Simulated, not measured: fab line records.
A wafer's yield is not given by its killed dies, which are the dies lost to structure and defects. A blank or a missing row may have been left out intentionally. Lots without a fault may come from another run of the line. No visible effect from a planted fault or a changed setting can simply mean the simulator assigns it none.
A single fault, viewed from 2 desks / flow nand_harc / each desk has only its own numbers; what lay behind them comes last

== AT THE TOOL OWNER'S DESK: ecd_cu-01 ==
The tool's own readings at NHARC_P_M1_ECD_22 (material Cu, target thk 400 nm): means of the sampled wafers that have a number, for each lot that ran on this tool. Marked OUT: a lot whose mean sits more than 4 standard deviations from the usual mean, which makes it out of limits; the brackets give that distance.
Columns: A = bath_heat_duty_pct at NHARC_P_M1_ECD_22, usual 6.5 %; B = bath_temp_c at NHARC_P_M1_ECD_22, usual 24.98 C
lot=L299; first seen here=day 7 04:04; A=6.3; B=25.01
lot=L300; first seen here=day 7 09:51; A=6.7; B=25.10
lot=L303; first seen here=day 7 22:26; A=6.5; B=24.94
lot=L310; first seen here=day 9 21:12; A=6.1; B=24.96
lot=L315; first seen here=day 10 19:33; A=5.9; B=24.85
lot=L316; first seen here=day 11 07:17; A=7.2; B=25.16
lot=L318; first seen here=day 11 21:03; A=6.6; B=24.97
Result from this desk: across the 7 lots, nothing is out of limits.

== AT THE METROLOGY DESK ==
What the gauges read, lot by lot, whatever tool the lot ran on: means of the sampled wafers that have a number. Marked OUT: a lot whose mean sits more than 4 standard deviations from the usual mean, which makes it out of limits; the brackets give that distance.
Columns: A = thk_nm at NHARC_P_M1_THK_MEAS_24, usual 158.3 nm
lot=L299; first seen here=day 7 05:06; A=157.8
lot=L300; first seen here=day 7 10:55; A=158.6
lot=L301; first seen here=day 7 18:27; A=158.3
lot=L303; first seen here=day 7 23:22; A=158.6
lot=L304; first seen here=day 8 12:32; A=29.9 (-71) OUT
lot=L305; first seen here=day 8 18:02; A=29.6 (-71) OUT
lot=L310; first seen here=day 9 22:20; A=158.2
lot=L315; first seen here=day 10 20:37; A=158.2
lot=L316; first seen here=day 11 08:20; A=158.3
lot=L317; first seen here=day 11 14:13; A=160.4
lot=L318; first seen here=day 11 22:05; A=157.7
This desk finds L304, L305 out of limits, L304 being first, at day 8 12:32 (thk_nm at NHARC_P_M1_THK_MEAS_24). L299, L300, L301, L303, L310, L315, L316, L317, L318: within limits.

== BROUGHT TOGETHER ==
The metrology desk could have raised an alarm at day 8 12:32, on L304, L305.
Nothing out of limits was seen by the tool owner's desk.
The tool owner's desk has no number on record for L304, L305.
NHARC_P_M1_ECD_22 was run on ecd_cu-01 by each of the lots named.

== WHAT WAS PUT IN BY THE SIMULATOR ==
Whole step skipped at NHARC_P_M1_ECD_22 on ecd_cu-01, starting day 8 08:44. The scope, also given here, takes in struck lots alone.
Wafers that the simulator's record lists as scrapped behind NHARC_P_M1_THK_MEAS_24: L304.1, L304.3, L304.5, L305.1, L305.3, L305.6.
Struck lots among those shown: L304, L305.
Time in hours between the start of the fault and the first out-of-limits reading at each desk: metrology desk, 4.
